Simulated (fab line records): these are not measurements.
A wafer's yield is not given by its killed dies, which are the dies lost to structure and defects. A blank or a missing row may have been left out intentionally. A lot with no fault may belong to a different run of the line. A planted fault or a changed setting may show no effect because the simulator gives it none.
fab line records	flow nandHarc	part 1 of 2: steps 1 to 26 of 34
[record] lots = 5	wafers = 15	lastDay = 33
route steps=1302 shown P_GATE@124
lots with no fault: from the same line, run without faults
startH: the number of hours between the record's first day and the start of the first shown wafer of the lot	waitH: hours from the lot's prior step to this one	" as in the row above	L1.1+2: one row covering several wafers at once	- no value, or no start given	* or withheld: withheld	< > ~ a bound
route shown NAME@n: names a module that has steps shown in the file, with the first one's number in the route	usual: mean and standard deviation over wafers with no fault	same: alike in all rows	chamber/n: place in a boat	sites: readings site by site	_std_site: standard deviation across them	_edge_site: the outer-site mean with the inner-site mean subtracted	radiusMm: how far each site lies from the wafer's centre	mask NAME#n: copy n	behind: the most recent tool/chamber to have shaped the wafer	hold: why the lot went on hold/how many hours it stayed there/how the hold came to an end	device: the n, p or np transistor that did not switch	end of line: tests run on the same wafers once the route is complete	step lacking rows: just its recipe	killed: at the first sort, the dies lost to defects and structure; wafer yield is something else	map: per-die view of a wafer (x killed, . not killed, _ where there is no die)
set.NAME: the setting as run; set.NAME@STEP: as run at that earlier step	model.NAME: the simulator's own value behind a step, which no gauge read
certain route steps with their lots: each step a table, each wafer a row
services: the hour from which a tool's chamber was out of use, counted from the record's first day as startH (under 0 if before that day), plus the number of hours and why
[[steps]]
[step NHARC_P_GATE_DESCUM_13]
[recipe] timeS = 3	o2FlowSccm = 200	arFlowSccm = 0	biasPowerW = 0	chemistry = O2
[usual] drypumpMotorCurrentA = 5.8/0.48	oesProductAu = 1.004/0.0097	rfVppV = 57.8/0.85	showerheadPlenumPTorr = 1.92/0.088	throttleValvePct = 11.311/0.01
lot.wafer	tool	chamber	startH	waitH	drypumpMotorCurrentA	oesProductAu	rfHoursCounterH	rfVppV	showerheadPlenumPTorr	throttleValvePct
L076.2	rieDiel-07	1	100.25	-	6.2	1.008	11	59.0	2.03	11.294
L076.3	"	3	"	"	5.2	1.004	9	57.7	2.05	11.307
L076.6	"	0	"	"	5.8	1.000	-	57.4	2.00	11.305
L084.3	rieDiel-03	0	186.87	-	5.2	1.020	2	57.1	1.83	11.309
L084.1	"	3	"	"	6.6	1.010	3	57.4	1.89	11.319
L084.6	"	1	"	"	4.8	1.002	-	57.2	1.83	11.291
L085.4	rieDiel-03	1	196.51	-	4.8	1.009	3	57.4	1.83	11.321
L085.5	"	2	"	"	5.7	1.010	-	57.9	1.80	11.284
L085.6	"	3	"	"	6.6	1.006	-	57.4	1.89	11.312
L091.1	rieDiel-03	1	247.78	-	4.8	1.007	5	57.6	1.83	11.323
L091.4	"	3	"	"	6.6	1.005	5	58.3	1.89	11.326
L091.5	"	2	"	"	5.7	1.019	-	56.9	1.80	11.310
L094.3	rieDiel-03	0	280.25	-	5.2	1.012	7	58.1	1.83	11.302
L094.5	"	1	"	"	4.8	1.001	-	58.5	1.83	11.301
L094.6	"	2	"	"	5.7	0.999	-	58.1	1.80	11.314
[step NHARC_P_GATE_ETCH_14]
[recipe] targetDepthA = 488	chemistry = dHF	material = SiO2
lot.wafer	tool	chamber	startH	waitH
L076.6+3+2	wetBench-06	6,7,2	100.38	0.1
L084.1+6+3	wetBench-05	7,1,2	187.01	0.1
L085.6+5+4	wetBench-05	7,0,1	196.62	0.1
L091.5+4+1	wetBench-06	5,6,1	247.92	0.1
L094.5+3+6	wetBench-05	1,3,4	280.36	0.1
[step NHARC_P_GATE_STRIP_15]
[recipe] timeS = 780	tempC = 130	chemistry = SPM
lot.wafer	tool	chamber	startH	waitH
L076.6+3+2	wetBench-06	6,7,2	100.42	0.0
L084.1+6+3	wetBench-05	7,1,2	187.05	0.0
L085.6+5+4	wetBench-05	7,0,1	196.66	0.0
L091.5+4+1	wetBench-06	5,6,1	247.99	0.1
L094.5+3+6	wetBench-05	1,3,4	280.41	0.0
[step NHARC_P_GATE_PRECLEAN_71]
[recipe] timeS = *	tempC = 50	bathAgeMin = 0	chemistry = SC1
[usual] diwFlowMLMin = 1415/3.8	h2o2FlowMLMin = 56.58/0.17
lot.wafer	tool	chamber	startH	waitH	diwFlowMLMin	h2o2FlowMLMin
L076.6	wetBench-06	6	-	-	1418	56.60
L076.3	"	7	"	"	1418	56.61
L076.2	"	2	"	"	1414	56.42
L084.1	wetBench-05	7	-	-	1406	56.55
L084.6	"	1	"	"	1416	56.81
L084.3	"	2	"	"	1409	56.80
L085.6	wetBench-05	7	-	-	1413	56.67
L085.5	"	0	"	"	1414	56.35
L085.4	"	1	"	"	1415	56.60
L091.5	wetBench-06	5	-	-	1415	56.45
L091.4	"	6	"	"	1412	56.33
L091.1	"	1	"	"	1417	56.28
L094.5	wetBench-05	1	-	-	1419	56.44
L094.3	"	3	"	"	1416	56.94
L094.6	"	4	"	"	1415	56.35
[step NHARC_P_GATE_SRD_72]
lot.wafer	tool	chamber	startH	waitH
L076.6+3+2	wetBench-06	6,7,2	-	-
L084.1+6+3	wetBench-05	7,1,2	-	-
L085.6+5+4	wetBench-05	7,0,1	-	-
L091.5+4+1	wetBench-06	5,6,1	-	-
L094.5+3+6	wetBench-05	1,3,4	-	-
[step NHARC_P_GATE_OXIDE_16]
[recipe] targetThkA = 30	tempC = 875	oxTimeS = 392	material = SiO2
[usual] spikeTcLowerC = 875.6/1.1	zonePowerTopPct = 33/3.4
lot.wafer	tool	chamber	startH	waitH	spikeTcLowerC	zonePowerTopPct
L076.2	furnace-01	0	103.84	-	875.0	36
L076.3	"	0	"	"	875.0	36
L076.6	"	0	"	"	876.9	36
L084.1	furnace-01	0	190.48	-	873.4	36
L084.3	"	0	"	"	876.3	36
L084.6	"	0	"	"	876.6	36
L085.4	furnace-02	0	200.29	-	875.5	30
L085.5	"	0	"	"	875.1	30
L085.6	"	0	"	"	876.4	29
L091.1	furnace-01	0	251.48	-	875.3	36
L091.4	"	0	"	"	875.2	37
L091.5	"	0	"	"	876.3	36
L094.3	furnace-01	0	283.83	-	877.3	36
L094.5	"	0	"	"	876.1	36
L094.6	"	0	"	"	876.3	36
[step NHARC_P_GATE_CVD_17]
[recipe] targetThkA = 1500	tempC = 620	timeS = 900	material = poly-Si
[usual] spikeTcLowerC = 620.6/1.3	zonePowerTopPct = 18.1/0.85
lot.wafer	tool	chamber	startH	waitH	spikeTcLowerC	zonePowerTopPct
L076.2	lpcvdPoly-04	0	109.98	2.6	619.7	18.2
L076.3	"	0	"	"	619.2	18.3
L076.6	"	0	"	"	618.6	18.2
L084.1	lpcvdPoly-01	0	196.60	2.5	621.5	19.0
L084.3	"	0	"	"	620.7	19.2
L084.6	"	0	"	"	622.4	19.5
L085.4	lpcvdPoly-04	0	206.46	2.6	619.7	18.2
L085.5	"	0	"	"	621.8	18.2
L085.6	"	0	"	"	620.5	18.4
L091.1	lpcvdPoly-03	0	257.70	2.7	618.7	17.3
L091.4	"	0	"	"	619.7	17.3
L091.5	"	0	"	"	619.5	17.2
L094.3	lpcvdPoly-03	0	290.08	2.7	622.3	17.2
L094.5	"	0	"	"	621.0	17.1
L094.6	"	0	"	"	620.5	17.0
[step NHARC_P_GATE_HM_DEP_102]
[recipe] targetThkA = 1200	tempC = 400	material = aC
[usual] susceptorTempC = 399.99/0.23	throttleValvePct = 34.999/0.0086
lot.wafer	tool	chamber	startH	waitH	susceptorTempC	throttleValvePct
L076.2	aclDep-03	0	113.18	1.0	400.14	34.999
L076.3	"	0	"	"	400.21	35.003
L076.6	"	0	"	"	400.24	35.005
L084.1	aclDep-01	0	200.08	1.3	-	34.987
L084.3	"	0	"	"	-	34.993
L084.6	"	0	"	"	-	34.992
L085.4	aclDep-03	0	209.39	0.7	399.71	35.001
L085.5	"	0	"	"	400.16	34.998
L085.6	"	0	"	"	399.71	34.986
L091.1	aclDep-03	0	261.67	1.8	-	35.002
L091.4	"	0	"	"	-	34.994
L091.5	"	0	"	"	-	34.997
L094.3	aclDep-01	0	295.67	3.4	400.59	35.002
L094.5	"	0	"	"	400.49	35.000
L094.6	"	0	"	"	400.49	35.017
[step NHARC_P_GATE_DEP_103]
[recipe] targetThkA = 300	targetThkNm = 30	tempC = 400	flowSccm = 200	rfW = 350	material = SiON
[usual] heaterPowerW = 747/72	susceptorTempC = 400.01/0.21
lot.wafer	tool	chamber	startH	waitH	heaterPowerW	susceptorTempC
L076.2	pecvd-01	1	113.74	0.5	598	400.36
L076.3	"	2	"	"	688	400.16
L076.6	"	0	"	"	735	400.03
L084.1	pecvd-01	1	200.77	0.6	666	400.15
L084.3	"	2	"	"	799	400.08
L084.6	"	2	"	"	815	400.19
L085.6	pecvd-04	0	209.82	0.1	849	400.28
L085.4	"	1	"	"	911	400.01
L085.5	"	2	"	"	782	399.90
L091.1	pecvd-03	1	262.39	0.6	822	400.10
L091.4	"	0	"	"	637	399.88
L091.5	"	1	"	"	845	400.37
L094.3	pecvd-03	1	296.31	0.5	761	400.23
L094.5	"	1	"	"	778	400.22
L094.6	"	2	"	"	681	399.92
[step NHARC_P_GATE_DEHYDRATE_18]
[recipe] tempC = 150	timeS = 120
lot.wafer	tool	chamber	startH	waitH
L076.2+3+6	lithoTrack-04	0	114.04	0.3
L084.1+3+6	lithoTrack-01	0	201.01	0.2
L085.4+5+6	lithoTrack-01	0	210.01	0.1
L091.1+4+5	lithoTrack-04	0	262.60	0.2
L094.3+5+6	lithoTrack-04	0	296.55	0.2
[step NHARC_P_GATE_HMDS_19]
[recipe] timeS = 30
lot.wafer	tool	chamber	startH	waitH
L076.2+3+6	lithoTrack-04	0	-	-
L084.1+3+6	lithoTrack-01	0	-	-
L085.4+5+6	lithoTrack-01	0	-	-
L091.1+4+5	lithoTrack-04	0	-	-
L094.3+5+6	lithoTrack-04	0	-	-
[step NHARC_P_GATE_COAT_20]
[recipe] spinRpm = 1500	resistThkNm = 90
lot.wafer	tool	chamber	startH	waitH
L076.2+3+6	lithoTrack-04	0	-	-
L084.1+3+6	lithoTrack-01	0	-	-
L085.4+5+6	lithoTrack-01	0	-	-
L091.1+4+5	lithoTrack-04	0	-	-
L094.3+5+6	lithoTrack-04	0	-	-
[step NHARC_P_GATE_SOFTBAKE_21]
[recipe] tempC = 105	timeS = 55
lot.wafer	tool	chamber	startH	waitH
L076.2+3+6	lithoTrack-04	0	-	-
L084.1+3+6	lithoTrack-01	0	-	-
L085.4+5+6	lithoTrack-01	0	-	-
L091.1+4+5	lithoTrack-04	0	-	-
L094.3+5+6	lithoTrack-04	0	-	-
[step NHARC_P_GATE_EBR_22]
lot.wafer	tool	chamber	startH	waitH
L076.2+3+6	lithoTrack-04	0	-	-
L084.1+3+6	lithoTrack-01	0	-	-
L085.4+5+6	lithoTrack-01	0	-	-
L091.1+4+5	lithoTrack-04	0	-	-
L094.3+5+6	lithoTrack-04	0	-	-
[step NHARC_P_GATE_EXPOSE_23]
[recipe] na = 1.35	targetCdNm = 120	doseMj = 93.91	maskId = P_GATE
lot.wafer	tool	chamber	startH	waitH	mask
L076.2+3+6	arfiScanner-03	0	114.31	-	P_GATE#0
L084.1+3+6	arfiScanner-03	0	201.28	-	P_GATE#0
L085.4+5+6	arfiScanner-02	0	210.44	-	P_GATE#0
L091.1+4+5	arfiScanner-02	0	262.87	-	P_GATE#0
L094.3+5+6	arfiScanner-02	0	296.83	-	P_GATE#0
[step NHARC_P_GATE_PEB_24]
[recipe] pebTempC = 100	pebTimeS = 65
lot.wafer	tool	chamber	startH	waitH
L076.2+3+6	lithoTrack-04	0	114.37	0.1
L084.1+3+6	lithoTrack-04	0	201.34	0.1
L085.4+5+6	lithoTrack-06	0	210.49	0.0
L091.1+4+5	lithoTrack-06	0	262.93	0.1
L094.3+5+6	lithoTrack-01	0	296.88	0.0
[step NHARC_P_GATE_DEVELOP_25]
[recipe] developTimeS = 35	devTempC = 23
lot.wafer	tool	chamber	startH	waitH
L076.2+3+6	lithoTrack-04	0	-	-
L084.1+3+6	lithoTrack-04	0	-	-
L085.4+5+6	lithoTrack-06	0	-	-
L091.1+4+5	lithoTrack-06	0	-	-
L094.3+5+6	lithoTrack-01	0	-	-
[step NHARC_P_GATE_CD_MEAS_26]
[recipe] targetCdNm = 120	landingEnergyEv = 500
[usual] cdNm = 120.0/0.57
lot.wafer	tool	chamber	startH	waitH	cdNm
L076.2	cdSem-02	0	114.45	-	120.3
L076.3	"	0	"	"	120.1
L076.6	"	0	"	"	119.3
L084.1	cdSem-03	0	201.42	-	119.5
L084.3	"	0	"	"	119.9
L084.6	"	0	"	"	119.1
L085.4	cdSem-03	0	210.57	-	119.6
L085.5	"	0	"	"	120.3
L085.6	"	0	"	"	120.8
L091.1	cdSem-03	0	263.01	-	120.5
L091.4	"	0	"	"	120.6
L091.5	"	0	"	"	121.1
L094.3	cdSem-03	0	296.96	-	119.3
L094.5	"	0	"	"	119.5
L094.6	"	0	"	"	119.9
[step NHARC_P_GATE_OVL_MEAS_27]
[usual] overlayXNm = 0.2/0.82	overlayYNm = 0.0/0.98
lot.wafer	tool	chamber	startH	waitH	overlayXNm	overlayYNm
L076.2	overlay-02	-	114.55	-	0.3	0.5
L076.3	"	-	"	"	0.3	0.8
L076.6	"	-	"	"	0.4	0.3
L084.1	overlay-02	-	201.51	-	0.3	2.2
L084.3	"	-	"	"	-0.6	1.5
L084.6	"	-	"	"	-0.4	1.3
L085.4	overlay-02	-	210.66	-	0.1	1.5
L085.5	"	-	"	"	-0.2	1.6
L085.6	"	-	"	"	0.1	1.5
L091.1	overlay-01	-	263.10	-	2.0	-0.3
L091.4	"	-	"	"	2.2	-0.1
L091.5	"	-	"	"	1.9	-0.5
L094.3	overlay-02	-	297.05	-	1.3	0.9
L094.5	"	-	"	"	1.8	0.3
L094.6	"	-	"	"	1.5	1.4
[step NHARC_P_GATE_INSPECT_28]
[usual] rawDefectCount = 6/3.2
lot.wafer	tool	chamber	startH	waitH	rawDefectCount
L076.2	defectInspect-01	-	114.59	0.0	6
L076.3	"	-	"	"	6
L076.6	"	-	"	"	9
L084.1	defectInspect-01	-	201.54	0.0	8
L084.3	"	-	"	"	9
L084.6	"	-	"	"	5
L085.4	defectInspect-02	-	210.69	0.0	2
L085.5	"	-	"	"	2
L085.6	"	-	"	"	2
L091.1	defectInspect-01	-	263.14	0.0	2
L091.4	"	-	"	"	4
L091.5	"	-	"	"	6
L094.3	defectInspect-01	-	297.08	0.0	2
L094.5	"	-	"	"	5
L094.6	"	-	"	"	7
[step NHARC_P_GATE_DESCUM_31]
[recipe] timeS = 3	o2FlowSccm = 200	arFlowSccm = 0	biasPowerW = 0	chemistry = O2
[usual] drypumpMotorCurrentA = 5.7/0.49	oesProductAu = 1.000/0.011	rfVppV = 57.7/0.92	showerheadPlenumPTorr = 1.91/0.088	throttleValvePct = 11.311/0.0095
lot.wafer	tool	chamber	startH	waitH	drypumpMotorCurrentA	oesProductAu	rfHoursCounterH	rfVppV	showerheadPlenumPTorr	throttleValvePct
L076.2	rieDiel-03	0	114.65	0.1	5.2	1.004	0	56.9	1.83	11.304
L076.3	"	1	"	"	4.8	0.999	0	58.7	1.83	11.309
L076.6	"	1	"	"	4.8	0.991	-	57.0	1.83	11.319
L084.1	rieDiel-03	1	201.61	0.1	4.8	0.995	3	56.9	1.83	11.313
L084.3	"	2	"	"	5.7	0.997	4	57.3	1.80	11.316
L084.6	"	1	"	"	4.8	0.988	-	57.2	1.83	11.303
L085.4	rieDiel-05	3	210.78	0.1	6.1	1.014	9	58.0	1.83	11.325
L085.6	"	0	"	"	5.5	0.990	-	57.5	1.86	11.310
L085.5	"	1	"	"	6.3	1.015	-	56.7	1.90	11.310
L091.1	rieDiel-05	1	263.20	0.1	6.3	1.010	1	59.2	1.90	11.320
L091.4	"	3	"	"	6.1	0.992	1	57.1	1.82	11.303
L091.5	"	1	"	"	6.2	1.013	-	57.9	1.90	11.304
L094.3	rieDiel-03	0	297.17	0.1	5.1	1.009	0	56.6	1.83	11.299
L094.5	"	1	"	"	4.8	0.999	-	57.9	1.83	11.301
L094.6	"	2	"	"	5.7	1.007	-	57.2	1.80	11.345
[step NHARC_P_GATE_ETCH_104]
[recipe] targetDepthA = 600	timeS = withheld	cf4FlowSccm = 100	chf3FlowSccm = 30	arFlowSccm = 0	rfW = 500	biasW = 200	chemistry = CF4/CHF3
[usual] drypumpMotorCurrentA = 5.8/0.49	oesProductAu = 0.949/0.024	rfVppV = 370.5/2.3	showerheadPlenumPTorr = 1.57/0.068	throttleValvePct = 16.802/0.0098
lot.wafer	tool	chamber	startH	waitH	drypumpMotorCurrentA	oesProductAu	rfVppV	showerheadPlenumPTorr	throttleValvePct
L076.3	rieDiel-03	1	114.75	0.1	4.8	0.955	367.7	1.51	16.797
L076.2	"	2	"	"	5.7	0.969	368.8	1.48	16.805
L076.6	"	0	"	"	5.2	0.970	368.5	1.51	16.782
L084.1	rieDiel-03	3	201.69	0.1	6.6	0.922	369.8	1.56	16.802
L084.3	"	1	"	"	4.8	0.917	368.8	1.51	16.811
L084.6	"	2	"	"	5.7	0.933	367.9	1.48	16.799
L085.4	rieDiel-05	0	210.84	0.1	5.5	0.947	370.0	1.54	16.806
L085.5	"	0	"	"	5.5	0.938	370.5	1.54	16.802
L085.6	"	1	"	"	6.3	0.949	370.1	1.57	16.812
L091.4	rieDiel-05	1	263.29	0.1	6.3	0.930	369.8	1.57	16.803
L091.1	"	2	"	"	6.1	0.916	373.5	1.66	16.817
L091.5	"	3	"	"	6.1	0.903	367.0	1.50	16.802
L094.3	rieDiel-03	3	297.24	0.1	6.6	0.987	370.5	1.56	16.822
L094.6	"	1	"	"	4.8	0.959	368.8	1.51	16.803
L094.5	"	2	"	"	5.7	0.976	368.4	1.48	16.801
[step NHARC_P_GATE_HM_OPEN_105]
[recipe] targetDepthA = 3600	o2FlowSccm = 400	cosFlowSccm = 20	arFlowSccm = 0	rfW = 500	biasW = 300	chemistry = O2/COS
[usual] drypumpMotorCurrentA = 5.8/0.48	oesProductAu = 1.002/0.01	rfVppV = 467.1/3	showerheadPlenumPTorr = 3.12/0.13	throttleValvePct = 28.330/0.0082
lot.wafer	tool	chamber	startH	waitH	drypumpMotorCurrentA	oesProductAu	rfHoursCounterH	rfVppV	showerheadPlenumPTorr	throttleValvePct
L076.3	rieDiel-03	0	-	-	5.2	1.016	0	464.9	3.00	28.336
L076.2	"	2	"	"	5.7	0.999	0	462.3	2.95	28.338
L076.6	"	0	"	"	5.2	1.006	-	464.4	3.00	28.332
L084.1	rieDiel-03	1	-	-	4.9	0.994	3	465.5	3.00	28.326
L084.3	"	0	"	"	5.2	1.007	3	463.9	3.00	28.335
L084.6	"	1	"	"	4.9	1.007	-	464.3	3.00	28.329
L085.4	rieDiel-05	2	-	-	6.1	0.999	8	471.3	3.29	28.324
L085.5	"	1	"	"	6.2	1.017	-	465.5	3.11	28.339
L085.6	"	2	"	"	6.1	1.002	-	470.4	3.29	28.313
L091.1	rieDiel-05	3	-	-	6.1	1.006	1	465.4	2.98	28.322
L091.4	"	0	"	"	5.5	0.993	1	464.3	3.05	28.320
L091.5	"	0	"	"	5.5	1.005	-	465.1	3.05	28.334
L094.3	rieDiel-03	2	-	-	5.7	1.003	0	464.0	2.94	28.333
L094.6	"	1	"	"	4.9	0.987	-	465.4	3.00	28.337
L094.5	"	2	"	"	5.7	1.005	-	464.0	2.94	28.330
[step NHARC_P_GATE_STRIP_106]
[recipe] o2FlowSccm = 400	cosFlowSccm = 20	arFlowSccm = 0	biasW = 0	chemistry = O2/COS
lot.wafer	tool	chamber	startH	waitH
L076.2+3+6	rieDiel-03	0,1,2	-	-
L084.1+3+6	rieDiel-03	3,0,1	-	-
L085.4+6+5	rieDiel-05	0,1,2	-	-
L091.4+1+5	rieDiel-05	1,2,0	-	-
L094.3+6+5	rieDiel-03	1,3,0	-	-
[step NHARC_P_GATE_ETCH_114]
[recipe] targetDepthA = 300	overetchA = 30	timeS = 16.5	ionEnergyEv = 100	cf4FlowSccm = 80	o2FlowSccm = 20	arFlowSccm = 0	rfW = 300	biasW = 100	chemistry = CF4/O2
[usual] drypumpMotorCurrentA = 5.7/0.49	oesProductAu = 1.003/0.0096	rfVppV = 197.7/1.5	showerheadPlenumPTorr = 1.33/0.059	throttleValvePct = 13.396/0.0096
lot.wafer	tool	chamber	startH	waitH	drypumpMotorCurrentA	oesProductAu	rfHoursCounterH	rfVppV	showerheadPlenumPTorr	throttleValvePct
L076.2	rieDiel-03	1	-	-	4.8	0.994	0	195.3	1.28	13.406
L076.3	"	2	"	"	5.7	1.010	0	195.9	1.26	13.389
L076.6	"	0	"	"	5.1	1.011	-	196.9	1.28	13.399
L084.1	rieDiel-03	0	-	-	5.2	0.999	3	197.5	1.28	13.418
L084.3	"	1	"	"	4.8	1.002	3	196.9	1.28	13.390
L084.6	"	1	"	"	4.8	0.992	-	196.0	1.28	13.404
L085.4	rieDiel-05	1	-	-	6.3	1.006	8	196.4	1.33	13.397
L085.5	"	0	"	"	5.5	1.000	-	197.7	1.30	13.413
L085.6	"	1	"	"	6.2	1.004	-	199.2	1.33	13.414
L091.4	rieDiel-05	0	-	-	5.5	1.013	1	197.7	1.30	13.381
L091.1	"	1	"	"	6.2	1.018	2	198.7	1.33	13.395
L091.5	"	1	"	"	6.2	1.009	-	197.8	1.33	13.397
L094.3	rieDiel-03	2	-	-	5.7	1.009	0	194.8	1.26	13.393
L094.6	"	1	"	"	4.8	0.991	-	196.3	1.28	13.412
L094.5	"	2	"	"	5.7	0.998	-	196.1	1.26	13.393
[step NHARC_P_GATE_ETCH_32]
[recipe] targetDepthA = 1500	overEtchFrac = 1	overEtchIonEnergyEv = 40	timeS = 100.1	hbrFlowSccm = 150	cl2FlowSccm = 50	rfW = 400	icpW = 400	biasW = 100	chemistry = HBr/Cl2
[usual] drypumpMotorCurrentA = 5.7/0.57	oesProductAu = 0.999/0.012	throttleValvePct = 26.406/0.0091
lot.wafer	tool	chamber	startH	waitH	drypumpMotorCurrentA	oesProductAu	rfHoursCounterH	throttleValvePct
L076.3	rieSi-02	3	115.17	-	6.3	1.007	0.0	26.403
L076.2	"	1	"	"	5.0	1.006	0.1	26.411
L076.6	"	0	"	"	5.0	1.016	-	26.398
L084.1	rieSi-01	1	202.08	-	6.4	1.006	0.0	26.411
L084.3	"	3	"	"	5.0	0.993	0.0	26.417
L084.6	"	1	"	"	6.4	1.009	-	26.411
L085.4	rieSi-03	3	211.26	-	5.5	0.982	1.0	26.415
L085.5	"	0	"	"	4.8	0.999	-	26.409
L085.6	"	1	"	"	6.4	1.021	-	26.390
L091.4	rieSi-01	1	263.68	-	6.4	0.999	0.4	26.426
L091.1	"	2	"	"	6.3	0.991	0.5	26.401
L091.5	"	0	"	"	5.7	1.004	-	26.393
L094.3	rieSi-02	1	297.63	-	5.0	1.010	0.0	26.407
L094.6	"	3	"	"	6.3	1.005	-	26.398
L094.5	"	0	"	"	5.0	1.000	-	26.403
